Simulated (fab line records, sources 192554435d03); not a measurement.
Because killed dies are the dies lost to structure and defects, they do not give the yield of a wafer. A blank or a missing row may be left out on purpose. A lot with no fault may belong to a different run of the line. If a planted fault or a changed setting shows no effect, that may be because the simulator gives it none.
Comparing a struck lot with a sound one || flow n5 finfet || 16 steps out of a route of 1938
Sound: the wafers L527.3, L527.5, L527.6. The struck wafers were L529.2, L529.4, L529.5. At the end, the cause is stated.
For every step that has rows: the tool of each side, followed by ch and its chambers, followed by its first start. Under that, the readings that differ: sound wafers || struck wafers || difference of the means || sigmas: that difference in standard deviations of wafers without a fault.
alike: readings with means less than 2 such deviations apart, plus words and numbers identical on both sides. not compared: withheld readings, readings lacking a value on some wafer, bounds such as >300 that could conceal the same value, and numbers that have no deviation in the record and whose values overlap.
A row with sigmas, a row that says differs or no value, or rows on one side alone: a step with any of these is where the two part. Numbers that don't overlap but have no deviation are shown without sigmas and don't part them. A reading missing from all wafers of one side parts the sides only when that side holds two or more wafers.

first, 2 steps without rows for these wafers: N5_STI_FIN_REVEAL_STRIP_35 (strips Si3N4 in H3PO4, target depth 4 nm, time 39 s); N5_STI_FIN_REVEAL_SRD_21 (time 30 s).
N5_STI_FIN_REVEAL_OXIDATION_33: chemistry O2 PLASMA REMOTE, time 20 s.
  sound on plasma asher-02 ch 0,1, day 3 18:27; struck on plasma asher-02 ch 0,1, day 4 06:04
  alike: drypump motor current A, heater power w, temp c
  not compared: rf hours counter h
then, 2 steps without rows for these wafers: N5_STI_FIN_REVEAL_CLEAN_19 (cleans in O3/DIW, time 120 s); N5_STI_FIN_REVEAL_SRD_23 (time 30 s).
N5_STI_FIN_REVEAL_CD_MEAS_22: target cd 6.238 nm, pitch 28 nm.
  struck on cd sem-02, day 4 06:17; sound on cd sem-02, day 3 18:36
  alike: cd nm
N5_STI_FIN_REVEAL_FIN_H_MEAS_10:
  struck on ocd-02, day 4 06:19; sound on ocd-01, day 3 18:38
  alike: trench depth nm
then, 2 steps without rows for these wafers: N5_STI_FIN_REVEAL_PRECLEAN_18 (cleans in SC2, time 45 s); N5_STI_FIN_REVEAL_SRD_28 (time 30 s).
N5_STI_FIN_REVEAL_INSPECT_13: inspects for defects (darkfield).
  struck on defect inspect-02, day 4 06:24; sound on defect inspect-01, day 3 18:43
  alike: raw defect count
then, 2 steps without rows for these wafers: N5_DUMMY_GATE_PRECLEAN_00 (cleans in O3/DIW, time 60 s); N5_DUMMY_GATE_SRD_01 (time 30 s).
N5_DUMMY_GATE_ALD_02: deposits SiO2, target thk 2 nm, pulse time 1 s.
  sound on ald sin-04 ch 2,3, day 3 18:49; struck on ald sin-03 ch 0,2, day 4 06:30
  no value came back on the struck wafers for chamber pressure Torr (Torr), heater power outer w (W), heater power w (W), precursor pulse height rel; on the sound wafers chamber pressure Torr (Torr) reads 2.003 2.005 1.994
then, 1 step without rows for these wafers: N5_DUMMY_GATE_CVD_03 (deposits a-Si from SiH4, target thk 150 nm, time 8042 s).
N5_BEOL_M4_RC_MEAS_101:
  the record has rows for the sound wafers here (prober-01 ch 0, day 9 00:23) and none for the struck ones
-- here the record skips 10 days between the struck wafers' starts before and after, leaving off in module BEOL_M4 and picking up in module PASSIVATION (first step shown: number 1936 of the route) --
N5_PASSIVATION_PROBE_49:
  struck on prober-01, day 13 23:04; sound on prober-01, day 13 09:02
{"reading": "killed at front end", "sound": "34 23 25", "struck": "1093 1092 1118", "difference": "+1074", "sigmas": "+89"}
{"reading": "killed dies", "sound": "106 86 94", "struck": "1163 1153 1165", "difference": "+1065", "sigmas": "+67"}
{"reading": "killed on rim", "sound": "11 16 11", "struck": "152 152 152", "difference": "+139", "sigmas": "+35"}
  alike: killed_at_M0_to_M3, killed_at_M4_up, killed at contacts, killed at other, killed open, killed short

## WHERE THEY PART
First at N5_DUMMY_GATE_ALD_02; last, within this record, at N5_PASSIVATION_PROBE_49.

WHY: what had been put in by the simulator
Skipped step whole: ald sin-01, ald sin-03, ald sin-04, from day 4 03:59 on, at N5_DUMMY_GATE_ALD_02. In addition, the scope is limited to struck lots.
